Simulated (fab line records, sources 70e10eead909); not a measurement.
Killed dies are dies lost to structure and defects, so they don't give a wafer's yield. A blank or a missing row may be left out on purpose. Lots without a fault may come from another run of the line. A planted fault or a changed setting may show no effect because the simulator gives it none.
A struck lot beside a sound one | flow nand_harc | 14 steps out of a route of 1159
Sound: wafers L423.2, L423.3, L423.5. Struck: wafer L434.1. (L434.2, L434.3 of the same lot were not struck and are left out.) The cause comes at the end.
At each step with rows: each side's tool, then ch and its chambers, then its first start. Under that, the readings that differ: sound wafers | struck wafers | difference of the means | sigmas: that difference in standard deviations of wafers without a fault.
alike: readings whose means differ by less than 2 such deviations, and words and numbers that are the same on both sides. not compared: withheld readings, readings that some wafer has no value for, bounds like >300 that may hide the same value, and numbers for which the record gives no deviation and whose values overlap.
The two part at a step that has a row with sigmas, a row that says differs or no value, or rows on one side only. Numbers that don't overlap but have no deviation are shown without sigmas and don't part them. A reading that every wafer of one side lacks parts them only if that side has two wafers or more.

first, 6 steps without rows for these wafers: NHARC_A_SLIT_COAT_03 (resist thk 90 nm); NHARC_A_SLIT_SOFTBAKE_04 (time 55 s); NHARC_A_SLIT_EBR_05; NHARC_A_SLIT_EXPOSE_06 (exposes mask SLIT); NHARC_A_SLIT_PEB_07 (peb time 65 s); NHARC_A_SLIT_DEVELOP_08 (develop time 35 s).
NHARC_A_SLIT_CD_MEAS_09: target cd 300 nm.
  sound on cd_sem-02 ch 0, day 14 18:40; struck on cd_sem-03 ch 0, day 17 10:56
  alike: cd_nm
NHARC_A_SLIT_OVL_MEAS_10:
  sound on overlay-01, day 14 18:45; struck on overlay-01, day 17 11:02
  reading           | sound       | struck | difference | sigmas
  overlay_x_nm (nm) | 1.7 2.1 2.0 | -0.3   | -2.2       | -3
  alike: overlay_y_nm
NHARC_A_SLIT_INSPECT_11:
  sound on defect_inspect-02, day 14 18:47; struck on defect_inspect-02, day 17 11:04
  alike: raw_defect_count
NHARC_A_SLIT_DESCUM_14: chemistry O2, time 3 s.
  sound on rie_diel-03 ch 0,1,2, day 14 18:52; struck on rie_diel-05 ch 0, day 17 11:08
  reading                | sound                | struck | difference | sigmas
  oes_product_au (a.u.)  | 0.997 1.010 0.999    | 0.981  | -0.021     | -2
  throttle_valve_pct (%) | 11.291 11.318 11.299 | 11.323 | +0.020     | +2
  alike: drypump_motor_current_A, rf_vpp_V, showerhead_plenum_p_Torr
  not compared: rf_hours_counter_h
NHARC_A_SLIT_ETCH_24: etches the open film in CF4/CHF3, target depth 121 nm, time 60.5 s.
  sound on rie_diel-03 ch 0,1, day 14 18:56; struck on rie_diel-05 ch 2, day 17 11:13
  alike: drypump_motor_current_A, oes_product_au, rf_vpp_V, showerhead_plenum_p_Torr, throttle_valve_pct
  not compared: rf_hours_counter_h
NHARC_A_SLIT_ETCH_15: etches the open film in O2/COS, target depth 3200 nm, time 832 s.
  sound on rie_diel-03 ch 1,2; struck on rie_diel-05 ch 1
  reading                     | sound             | struck | difference | sigmas
  drypump_motor_current_A (A) | 6.2 6.0 6.1       | 5.1    | -1.0       | -3
  rf_vpp_V (V)                | 316.6 312.0 315.9 | 310.3  | -4.5       | -2
  alike: oes_product_au, showerhead_plenum_p_Torr, throttle_valve_pct
  not compared: rf_hours_counter_h
NHARC_A_SLIT_ETCH_17: etches the open film in C4F8/O2/Ar, time 1687.5 s, target depth 10100 nm.
  sound on har_etch-02 ch 1, day 14 22:38; struck on har_etch-02 ch 1, day 17 13:17
  reading                 | sound             | struck | difference | sigmas
  model.A_SLIT.cd_nm (nm) | 289.8 289.8 289.8 | 287.4  | -2.4       |
  alike: drypump_motor_current_A, showerhead_plenum_p_Torr, throttle_valve_pct
  not compared: rf_hours_counter_h
NHARC_A_SLIT_ETCH_26: etches the open film in C4F8/O2/Ar, time 90 s, target depth 400 nm.
  sound on har_etch-02 ch 1, day 14 23:55; struck on har_etch-02 ch 1, day 17 14:46
  alike: bias_v, drypump_motor_current_A, showerhead_plenum_p_Torr, throttle_valve_pct
  not compared: rf_hours_counter_h

WHERE THEY PART
First at NHARC_A_SLIT_OVL_MEAS_10; last, within this record, at NHARC_A_SLIT_ETCH_15. Later steps at which nothing parts them and some readings are alike: NHARC_A_SLIT_ETCH_17, NHARC_A_SLIT_ETCH_26.

WHY: what the simulator had put in
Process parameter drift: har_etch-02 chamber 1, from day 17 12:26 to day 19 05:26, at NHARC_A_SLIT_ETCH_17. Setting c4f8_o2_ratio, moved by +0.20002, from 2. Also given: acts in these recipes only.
